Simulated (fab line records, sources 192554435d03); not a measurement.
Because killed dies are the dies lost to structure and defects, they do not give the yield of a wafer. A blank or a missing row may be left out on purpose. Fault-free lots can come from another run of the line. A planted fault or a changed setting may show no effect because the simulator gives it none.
Which tool was responsible? :: flow n5-finfet :: 15 lots with 41 wafers sampled at 6 steps, on a route of 1938 steps

== WHAT THE GAUGES SHOWED, per wafer ==
N5_BEOL_M4_THK_MEAS_01. Usual: M4_ILD_THK typically reads 79.4 nm, with standard deviation 1.
lot: L889
measured: day 7 09:44
on: film-metro-02
M4_ILD_THK (nm): 78.6 80.1 79.8
flag: 

lot: L890
measured: day 7 10:13
on: film-metro-01
M4_ILD_THK (nm): 80.8 80.7 81.8
flag: 

lot: L891
measured: day 8 00:26
on: film-metro-02
M4_ILD_THK (nm): 80.0 79.9 81.3
flag: 

lot: L892
measured: day 8 01:32
on: film-metro-01
M4_ILD_THK (nm): 78.8 80.3
flag: 

lot: L893
measured: day 8 17:04
on: film-metro-01
M4_ILD_THK (nm): 79.1 80.0 80.8
flag: 

lot: L895
measured: day 8 18:28
on: film-metro-02
M4_ILD_THK (nm): 78.4 78.8 80.4
flag: 

lot: L894
measured: day 8 21:43
on: film-metro-01
M4_ILD_THK (nm): 80.3 78.0 80.5
flag: 

lot: L896
measured: day 9 06:13
on: film-metro-02
M4_ILD_THK (nm): 78.5 81.6 80.6
flag: 

lot: L897
measured: day 9 07:24
on: film-metro-01
M4_ILD_THK (nm): 79.1 79.2 78.7
flag: 

lot: L902
measured: day 10 17:18
on: film-metro-02
M4_ILD_THK (nm): 79.9 54.5
flag: OFF

lot: L903
measured: day 10 22:54
on: film-metro-02
M4_ILD_THK (nm): 56.1 56.3
flag: OFF

lot: L906
measured: day 11 20:50
on: film-metro-01
M4_ILD_THK (nm): 54.6 78.5
flag: OFF

lot: L910
measured: day 12 14:47
on: film-metro-02
M4_ILD_THK (nm): 78.3 78.7 79.3
flag: 

lot: L911
measured: day 12 21:57
on: film-metro-01
M4_ILD_THK (nm): 78.6 78.6 79.8
flag: 

lot: L912
measured: day 12 22:29
on: film-metro-01
M4_ILD_THK (nm): 79.2 79.3 79.3
flag: 

N5_BEOL_M4_RC_MEAS_101. Usual: DIBL_N 35.9 mV/V, standard deviation 1.6; DIBL_P 35.6 mV/V, standard deviation 2.1; IOFF_N 0.149 nA/um, standard deviation 0.029; IOFF_P 0.20 nA/um, standard deviation 0.033; ION_N 671 uA/um, standard deviation 11; ION_P 460 uA/um, standard deviation 7.3; SS_N 71.4 mV/dec, standard deviation 0.62; SS_P 73.2 mV/dec, standard deviation 0.65; VT_N 251 mV, standard deviation 3.1; VT_P -251 mV, standard deviation 3.4.
lot: L889
measured: day 7 21:37
on: prober-02
DIBL_N (mV/V): 35.4 34.5 34.0
DIBL_P (mV/V): 33.8 34.4 34.4
IOFF_N (nA/um): 0.133 0.124 0.116
IOFF_P (nA/um): 0.15 0.15 0.16
ION_N (uA/um): 662 656 655
ION_P (uA/um): 445 451 453
SS_N (mV/dec): 70.8 70.5 69.8
SS_P (mV/dec): 72.5 72.7 72.6
VT_N (mV): 251 254 254
VT_P (mV): -258 -256 -257
flag: 

lot: L890
measured: day 7 22:20
on: prober-01
DIBL_N (mV/V): 36.1 36.0 34.9
DIBL_P (mV/V): 35.7 36.3 33.9
IOFF_N (nA/um): 0.154 0.150 0.130
IOFF_P (nA/um): 0.20 0.22 0.18
ION_N (uA/um): 668 666 672
ION_P (uA/um): 459 460 459
SS_N (mV/dec): 71.1 71.1 70.7
SS_P (mV/dec): 73.1 73.1 73.0
VT_N (mV): 253 252 253
VT_P (mV): -249 -248 -252
flag: 

lot: L891
measured: day 8 12:00
on: prober-01
DIBL_N (mV/V): 34.8 35.9 33.8
DIBL_P (mV/V): 36.8 38.6 35.6
IOFF_N (nA/um): 0.153 0.169 0.124
IOFF_P (nA/um): 0.19 0.20 0.17
ION_N (uA/um): 687 676 654
ION_P (uA/um): 462 455 454
SS_N (mV/dec): 71.7 72.1 71.4
SS_P (mV/dec): 73.5 73.4 72.9
VT_N (mV): 252 252 260
VT_P (mV): -255 -253 -256
flag: 

lot: L892
measured: day 8 14:39
on: prober-02
DIBL_N (mV/V): 35.5 34.7
DIBL_P (mV/V): 36.8 35.0
IOFF_N (nA/um): 0.138 0.136
IOFF_P (nA/um): 0.18 0.16
ION_N (uA/um): 668 668
ION_P (uA/um): 454 452
SS_N (mV/dec): 71.2 71.5
SS_P (mV/dec): 73.5 72.3
VT_N (mV): 251 253
VT_P (mV): -256 -256
flag: 

lot: L893
measured: day 9 00:58
on: prober-02
DIBL_N (mV/V): 34.9 32.3 33.7
DIBL_P (mV/V): 35.5 33.0 34.1
IOFF_N (nA/um): 0.133 0.114 0.122
IOFF_P (nA/um): 0.19 0.16 0.18
ION_N (uA/um): 665 669 667
ION_P (uA/um): 451 456 464
SS_N (mV/dec): 71.9 70.5 70.7
SS_P (mV/dec): 72.9 73.0 72.4
VT_N (mV): 252 254 252
VT_P (mV): -251 -253 -254
flag: 

lot: L895
measured: day 9 04:26
on: prober-02
DIBL_N (mV/V): 36.4 35.6 36.7
DIBL_P (mV/V): 36.1 37.0 38.0
IOFF_N (nA/um): 0.144 0.144 0.158
IOFF_P (nA/um): 0.17 0.18 0.20
ION_N (uA/um): 659 665 668
ION_P (uA/um): 444 452 459
SS_N (mV/dec): 72.3 71.3 71.3
SS_P (mV/dec): 72.7 72.4 73.1
VT_N (mV): 252 250 251
VT_P (mV): -258 -254 -252
flag: 

lot: L894
measured: day 9 07:43
on: prober-02
DIBL_N (mV/V): 35.4 34.4 36.6
DIBL_P (mV/V): 33.4 31.4 34.7
IOFF_N (nA/um): 0.133 0.114 0.152
IOFF_P (nA/um): 0.18 0.15 0.19
ION_N (uA/um): 668 664 677
ION_P (uA/um): 459 456 459
SS_N (mV/dec): 70.8 71.0 71.3
SS_P (mV/dec): 72.8 72.5 73.8
VT_N (mV): 251 254 250
VT_P (mV): -251 -254 -251
flag: 

lot: L896
measured: day 9 13:25
on: prober-02
DIBL_N (mV/V): 38.3 35.9 35.0
DIBL_P (mV/V): 37.6 34.8 33.7
IOFF_N (nA/um): 0.182 0.149 0.126
IOFF_P (nA/um): 0.26 0.22 0.19
ION_N (uA/um): 680 675 663
ION_P (uA/um): 468 471 461
SS_N (mV/dec): 72.3 71.2 70.9
SS_P (mV/dec): 73.0 72.7 72.9
VT_N (mV): 247 250 252
VT_P (mV): -248 -245 -251
flag: 

lot: L897
measured: day 9 17:02
on: prober-01
DIBL_N (mV/V): 36.0 36.4 36.3
DIBL_P (mV/V): 38.9 37.9 38.7
IOFF_N (nA/um): 0.162 0.158 0.175
IOFF_P (nA/um): 0.24 0.22 0.24
ION_N (uA/um): 676 681 704
ION_P (uA/um): 477 468 480
SS_N (mV/dec): 70.3 71.3 71.8
SS_P (mV/dec): 73.6 73.6 73.8
VT_N (mV): 250 248 248
VT_P (mV): -247 -248 -245
flag: 

lot: L902
measured: day 11 07:04
on: prober-01
DIBL_N (mV/V): 35.1
DIBL_P (mV/V): 33.3
IOFF_N (nA/um): 0.135
IOFF_P (nA/um): 0.19
ION_N (uA/um): 662
ION_P (uA/um): 461
SS_N (mV/dec): 71.3
SS_P (mV/dec): 73.0
VT_N (mV): 253
VT_P (mV): -251
flag: 

lot: L906
measured: day 12 10:34
on: prober-02
DIBL_N (mV/V): 36.7
DIBL_P (mV/V): 35.5
IOFF_N (nA/um): 0.150
IOFF_P (nA/um): 0.19
ION_N (uA/um): 661
ION_P (uA/um): 458
SS_N (mV/dec): 72.4
SS_P (mV/dec): 73.3
VT_N (mV): 253
VT_P (mV): -254
flag: 

lot: L910
measured: day 13 00:59
on: prober-02
DIBL_N (mV/V): 36.6 35.3 35.5
DIBL_P (mV/V): 35.6 35.2 34.1
IOFF_N (nA/um): 0.183 0.175 0.161
IOFF_P (nA/um): 0.23 0.23 0.20
ION_N (uA/um): 677 686 670
ION_P (uA/um): 466 469 457
SS_N (mV/dec): 72.1 71.3 72.1
SS_P (mV/dec): 73.3 73.8 73.5
VT_N (mV): 245 245 248
VT_P (mV): -249 -248 -251
flag: 

lot: L911
measured: day 13 12:37
on: prober-02
DIBL_N (mV/V): 36.8 38.7 39.1
DIBL_P (mV/V): 35.2 38.1 38.4
IOFF_N (nA/um): 0.157 0.199 0.213
IOFF_P (nA/um): 0.21 0.26 0.27
ION_N (uA/um): 681 683 697
ION_P (uA/um): 468 467 475
SS_N (mV/dec): 70.7 71.9 72.5
SS_P (mV/dec): 73.0 73.8 74.2
VT_N (mV): 253 245 244
VT_P (mV): -250 -244 -248
flag: 

lot: L912
measured: day 13 15:45
on: prober-02
DIBL_N (mV/V): 34.6 34.9 35.7
DIBL_P (mV/V): 34.7 33.6 34.8
IOFF_N (nA/um): 0.133 0.135 0.154
IOFF_P (nA/um): 0.19 0.16 0.19
ION_N (uA/um): 665 679 681
ION_P (uA/um): 458 461 459
SS_N (mV/dec): 71.8 71.3 71.5
SS_P (mV/dec): 72.8 72.4 73.6
VT_N (mV): 251 252 250
VT_P (mV): -251 -253 -249
flag: 

== WHICH TOOL RAN EACH LOT (tool, then ch and the chambers of the sampled wafers, then the start) ==
lot: L889
N5_BEOL_M3_ANNEAL_87: pvd-sputter-01, day 7 07:31
N5_BEOL_M3_ANNEAL_93: pvd-sputter-01, day 7 08:11
N5_BEOL_M3_DEP_57: pecvd-04 ch 0,1,2, day 7 09:32
N5_BEOL_M4_ILD_DEP_00: pecvd-03 ch 1,2, day 7 09:40

lot: L890
N5_BEOL_M3_ANNEAL_87: pvd-sputter-03, day 7 07:59
N5_BEOL_M3_ANNEAL_93: pvd-sputter-03, day 7 08:38
N5_BEOL_M3_DEP_57: pecvd-02 ch 0,1,2, day 7 09:59
N5_BEOL_M4_ILD_DEP_00: pecvd-04 ch 1,2, day 7 10:08

lot: L891
N5_BEOL_M3_ANNEAL_87: pvd-sputter-02, day 7 22:14
N5_BEOL_M3_ANNEAL_93: pvd-sputter-02, day 7 22:54
N5_BEOL_M3_DEP_57: pecvd-04 ch 1,2, day 8 00:15
N5_BEOL_M4_ILD_DEP_00: pecvd-01 ch 1,2, day 8 00:23

lot: L892
N5_BEOL_M3_ANNEAL_87: pvd-sputter-01, day 7 23:16
N5_BEOL_M3_ANNEAL_93: pvd-sputter-01, day 7 23:55
N5_BEOL_M3_DEP_57: pecvd-02 ch 1,2, day 8 01:20
N5_BEOL_M4_ILD_DEP_00: pecvd-03 ch 2, day 8 01:28

lot: L893
N5_BEOL_M3_ANNEAL_87: pvd-sputter-01, day 8 14:17
N5_BEOL_M3_ANNEAL_93: pvd-sputter-01, day 8 14:57
N5_BEOL_M3_DEP_57: pecvd-04 ch 0,1,2, day 8 16:52
N5_BEOL_M4_ILD_DEP_00: pecvd-04 ch 1,2, day 8 16:59

lot: L895
N5_BEOL_M3_ANNEAL_87: pvd-sputter-03, day 8 16:05
N5_BEOL_M3_ANNEAL_93: pvd-sputter-03, day 8 16:45
N5_BEOL_M3_DEP_57: pecvd-01 ch 1,2, day 8 18:16
N5_BEOL_M4_ILD_DEP_00: pecvd-01 ch 0,2, day 8 18:24

lot: L894
N5_BEOL_M3_ANNEAL_87: pvd-sputter-01, day 8 18:57
N5_BEOL_M3_ANNEAL_93: pvd-sputter-01, day 8 19:37
N5_BEOL_M3_DEP_57: pecvd-01 ch 0,2, day 8 21:31
N5_BEOL_M4_ILD_DEP_00: pecvd-04 ch 0,1, day 8 21:38

lot: L896
N5_BEOL_M3_ANNEAL_87: pvd-sputter-03, day 9 03:47
N5_BEOL_M3_ANNEAL_93: pvd-sputter-03, day 9 04:27
N5_BEOL_M3_DEP_57: pecvd-04 ch 0,1,2, day 9 06:01
N5_BEOL_M4_ILD_DEP_00: pecvd-04 ch 0,1,2, day 9 06:08

lot: L897
N5_BEOL_M3_ANNEAL_87: pvd-sputter-02, day 9 05:10
N5_BEOL_M3_ANNEAL_93: pvd-sputter-02, day 9 05:50
N5_BEOL_M3_DEP_57: pecvd-04 ch 0,1,2, day 9 07:12
N5_BEOL_M4_ILD_DEP_00: pecvd-03 ch 0,1,2, day 9 07:20

lot: L902
N5_BEOL_M3_ANNEAL_87: pvd-sputter-01, day 10 15:05
N5_BEOL_M3_ANNEAL_93: pvd-sputter-01, day 10 15:44
N5_BEOL_M3_DEP_57: pecvd-02 ch 0,1, day 10 17:06
N5_BEOL_M4_ILD_DEP_00: pecvd-03 ch 0,1, day 10 17:14

lot: L903
N5_BEOL_M3_ANNEAL_87: pvd-sputter-01, day 10 20:08
N5_BEOL_M3_ANNEAL_93: pvd-sputter-01, day 10 20:48
N5_BEOL_M3_DEP_57: pecvd-01 ch 1, day 10 22:41
N5_BEOL_M4_ILD_DEP_00: pecvd-03 ch 0, day 10 22:50

lot: L906
N5_BEOL_M3_ANNEAL_87: pvd-sputter-03, day 11 18:37
N5_BEOL_M3_ANNEAL_93: pvd-sputter-03, day 11 19:17
N5_BEOL_M3_DEP_57: pecvd-01 ch 0,1, day 11 20:38
N5_BEOL_M4_ILD_DEP_00: pecvd-03 ch 0,2, day 11 20:46

lot: L910
N5_BEOL_M3_ANNEAL_87: pvd-sputter-02, day 12 12:32
N5_BEOL_M3_ANNEAL_93: pvd-sputter-02, day 12 13:11
N5_BEOL_M3_DEP_57: pecvd-02 ch 0,2, day 12 14:34
N5_BEOL_M4_ILD_DEP_00: pecvd-04 ch 2, day 12 14:41

lot: L911
N5_BEOL_M3_ANNEAL_87: pvd-sputter-01, day 12 19:45
N5_BEOL_M3_ANNEAL_93: pvd-sputter-01, day 12 20:25
N5_BEOL_M3_DEP_57: pecvd-04 ch 1,2, day 12 21:45
N5_BEOL_M4_ILD_DEP_00: pecvd-04 ch 0,1, day 12 21:53

lot: L912
N5_BEOL_M3_ANNEAL_87: pvd-sputter-03, day 12 20:17
N5_BEOL_M3_ANNEAL_93: pvd-sputter-03, day 12 20:57
N5_BEOL_M3_DEP_57: pecvd-02 ch 1,2, day 12 22:17
N5_BEOL_M4_ILD_DEP_00: pecvd-04 ch 1,2, day 12 22:25
- N5_BEOL_M3_ANNEAL_87: time 240 s.
- N5_BEOL_M3_ANNEAL_93: time 240 s.
- N5_BEOL_M3_DEP_57: deposits SiCN from 3MS/NH3, target thk 8 nm, time 14 s.
- N5_BEOL_M4_ILD_DEP_00: deposits SiOC from DEMS/O2, target thk 79 nm, time 15.3 s.

== WHAT THE TOOLS THEMSELVES READ (means of the sampled wafers that have a number; where no wafer has one, the mark that the record gives instead) ==
N5_BEOL_M3_ANNEAL_87. Usual: heater-power-w at 801 W, with a standard deviation of 53.
lot: L889
tool: pvd-sputter-01
heater-power-w (W): 800
flag: 

lot: L890
tool: pvd-sputter-03
heater-power-w (W): 756
flag: 

lot: L891
tool: pvd-sputter-02
heater-power-w (W): 778
flag: 

lot: L892
tool: pvd-sputter-01
heater-power-w (W): 810
flag: 

lot: L893
tool: pvd-sputter-01
heater-power-w (W): 813
flag: 

lot: L895
tool: pvd-sputter-03
heater-power-w (W): 820
flag: 

lot: L894
tool: pvd-sputter-01
heater-power-w (W): 786
flag: 

lot: L896
tool: pvd-sputter-03
heater-power-w (W): 749
flag: 

lot: L897
tool: pvd-sputter-02
heater-power-w (W): 754
flag: 

lot: L902
tool: pvd-sputter-01
heater-power-w (W): 752
flag: 

lot: L903
tool: pvd-sputter-01
heater-power-w (W): 790
flag: 

lot: L906
tool: pvd-sputter-03
heater-power-w (W): 819
flag: 

lot: L910
tool: pvd-sputter-02
heater-power-w (W): 767
flag: 

lot: L911
tool: pvd-sputter-01
heater-power-w (W): 782
flag: 

lot: L912
tool: pvd-sputter-03
heater-power-w (W): 828
flag: 

N5_BEOL_M3_ANNEAL_93. Usual: heater-power-w at 800 W, with a standard deviation of 52.
lot: L889
tool: pvd-sputter-01
heater-power-w (W): 802
flag: 

lot: L890
tool: pvd-sputter-03
heater-power-w (W): 743
flag: 

lot: L891
tool: pvd-sputter-02
heater-power-w (W): 782
flag: 

lot: L892
tool: pvd-sputter-01
heater-power-w (W): 824
flag: 

lot: L893
tool: pvd-sputter-01
heater-power-w (W): 802
flag: 

lot: L895
tool: pvd-sputter-03
heater-power-w (W): 811
flag: 

lot: L894
tool: pvd-sputter-01
heater-power-w (W): 784
flag: 

lot: L896
tool: pvd-sputter-03
heater-power-w (W): 757
flag: 

lot: L897
tool: pvd-sputter-02
heater-power-w (W): 749
flag: 

lot: L902
tool: pvd-sputter-01
heater-power-w (W): 753
flag: 

lot: L903
tool: pvd-sputter-01
heater-power-w (W): 784
flag: 

lot: L906
tool: pvd-sputter-03
heater-power-w (W): 818
flag: 

lot: L910
tool: pvd-sputter-02
heater-power-w (W): 771
flag: 

lot: L911
tool: pvd-sputter-01
heater-power-w (W): 779
flag: 

lot: L912
tool: pvd-sputter-03
heater-power-w (W): 826
flag: 

N5_BEOL_M3_DEP_57. Usual: showerhead-plenum-p-Torr 3.659 Torr, standard deviation 0.0084; throttle-valve-pct 9.0 %, standard deviation 0.59.
lot: L889
tool: pecvd-04
showerhead-plenum-p-Torr (Torr): 3.655
throttle-valve-pct (%): 9.1
flag: 

lot: L890
tool: pecvd-02
showerhead-plenum-p-Torr (Torr): 3.657
throttle-valve-pct (%): 9.0
flag: 

lot: L891
tool: pecvd-04
showerhead-plenum-p-Torr (Torr): 3.658
throttle-valve-pct (%): 9.1
flag: 

lot: L892
tool: pecvd-02
showerhead-plenum-p-Torr (Torr): 3.664
throttle-valve-pct (%): 8.8
flag: 

lot: L893
tool: pecvd-04
showerhead-plenum-p-Torr (Torr): 3.659
throttle-valve-pct (%): 9.2
flag: 

lot: L895
tool: pecvd-01
showerhead-plenum-p-Torr (Torr): 3.666
throttle-valve-pct (%): 9.8
flag: 

lot: L894
tool: pecvd-01
showerhead-plenum-p-Torr (Torr): 3.663
throttle-valve-pct (%): 8.3
flag: 

lot: L896
tool: pecvd-04
showerhead-plenum-p-Torr (Torr): 3.655
throttle-valve-pct (%): 9.2
flag: 

lot: L897
tool: pecvd-04
showerhead-plenum-p-Torr (Torr): 3.659
throttle-valve-pct (%): 9.1
flag: 

lot: L902
tool: pecvd-02
showerhead-plenum-p-Torr (Torr): 3.662
throttle-valve-pct (%): 9.2
flag: 

lot: L903
tool: pecvd-01
showerhead-plenum-p-Torr (Torr): 3.658
throttle-valve-pct (%): 10.1
flag: 

lot: L906
tool: pecvd-01
showerhead-plenum-p-Torr (Torr): 3.652
throttle-valve-pct (%): 9.3
flag: 

lot: L910
tool: pecvd-02
showerhead-plenum-p-Torr (Torr): 3.660
throttle-valve-pct (%): 8.8
flag: 

lot: L911
tool: pecvd-04
showerhead-plenum-p-Torr (Torr): 3.661
throttle-valve-pct (%): 9.2
flag: 

lot: L912
tool: pecvd-02
showerhead-plenum-p-Torr (Torr): 3.657
throttle-valve-pct (%): 8.7
flag: 

N5_BEOL_M4_ILD_DEP_00. Usual: heater-power-w 531 W, standard deviation 79; showerhead-plenum-p-Torr 5.687 Torr, standard deviation 0.011; throttle-valve-pct 11.9 %, standard deviation 0.73.
lot: L889
tool: pecvd-03
heater-power-w (W): 443
showerhead-plenum-p-Torr (Torr): 5.694
throttle-valve-pct (%): 11.6
flag: 

lot: L890
tool: pecvd-04
heater-power-w (W): 638
showerhead-plenum-p-Torr (Torr): 5.700
throttle-valve-pct (%): 11.7
flag: 

lot: L891
tool: pecvd-01
heater-power-w (W): 509
showerhead-plenum-p-Torr (Torr): 5.692
throttle-valve-pct (%): 12.1
flag: 

lot: L892
tool: pecvd-03
heater-power-w (W): 366
showerhead-plenum-p-Torr (Torr): 5.693
throttle-valve-pct (%): 12.1
flag: 

lot: L893
tool: pecvd-04
heater-power-w (W): 588
showerhead-plenum-p-Torr (Torr): 5.688
throttle-valve-pct (%): 11.8
flag: 

lot: L895
tool: pecvd-01
heater-power-w (W): 540
showerhead-plenum-p-Torr (Torr): 5.691
throttle-valve-pct (%): 11.0
flag: 

lot: L894
tool: pecvd-04
heater-power-w (W): 584
showerhead-plenum-p-Torr (Torr): 5.686
throttle-valve-pct (%): 12.5
flag: 

lot: L896
tool: pecvd-04
heater-power-w (W): 579
showerhead-plenum-p-Torr (Torr): 5.678
throttle-valve-pct (%): 12.1
flag: 

lot: L897
tool: pecvd-03
heater-power-w (W): 493
showerhead-plenum-p-Torr (Torr): 5.691
throttle-valve-pct (%): 11.6
flag: 

lot: L902
tool: pecvd-03
heater-power-w (W): 528
showerhead-plenum-p-Torr (Torr): 5.688
throttle-valve-pct (%): 11.5
flag: 

lot: L903
tool: pecvd-03
heater-power-w (W): 530
showerhead-plenum-p-Torr (Torr): 5.693
throttle-valve-pct (%): 11.6
flag: 

lot: L906
tool: pecvd-03
heater-power-w (W): 418
showerhead-plenum-p-Torr (Torr): 5.684
throttle-valve-pct (%): 11.9
flag: 

lot: L910
tool: pecvd-04
heater-power-w (W): 575
showerhead-plenum-p-Torr (Torr): 5.695
throttle-valve-pct (%): 11.5
flag: 

lot: L911
tool: pecvd-04
heater-power-w (W): 559
showerhead-plenum-p-Torr (Torr): 5.675
throttle-valve-pct (%): 12.5
flag: 

lot: L912
tool: pecvd-04
heater-power-w (W): 599
showerhead-plenum-p-Torr (Torr): 5.687
throttle-valve-pct (%): 12.2
flag: 

== THE ANSWER, worked out from the rows above alone ==
Rule: lot off if the mean of its wafers having a number is beyond 3 standard deviations from the usual mean. A lot without any number at a reading at which 4 lots or more have one is off too. The other lots that the step has rows for count as sound. Order of review: gauges by route order, followed by the tools' own readings, for which a lot's mean as printed above is used. The first step at which some lot is off is used, and at that step the reading that is off furthest; a lot without a number counts as furthest.
Off: L902, L903, L906, at N5_BEOL_M4_THK_MEAS_01 (M4_ILD_THK).
A tool fits if, at a process step before that reading, it ran every lot that is off, and no sound lot after the first of them. Gauges at N5_BEOL_M4_THK_MEAS_01: tried the same way as those tools. One fits: N5_BEOL_M4_ILD_DEP_00 on pecvd-03. A fault onset in the window from L897 (day 9 07:20, its last sound lot) to L902 (day 10 17:14, its first lot off) fits.

== WHAT THE SIMULATOR HAD INSERTED ==
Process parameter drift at N5_BEOL_M4_ILD_DEP_00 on pecvd-03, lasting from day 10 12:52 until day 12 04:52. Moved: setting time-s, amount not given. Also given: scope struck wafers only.
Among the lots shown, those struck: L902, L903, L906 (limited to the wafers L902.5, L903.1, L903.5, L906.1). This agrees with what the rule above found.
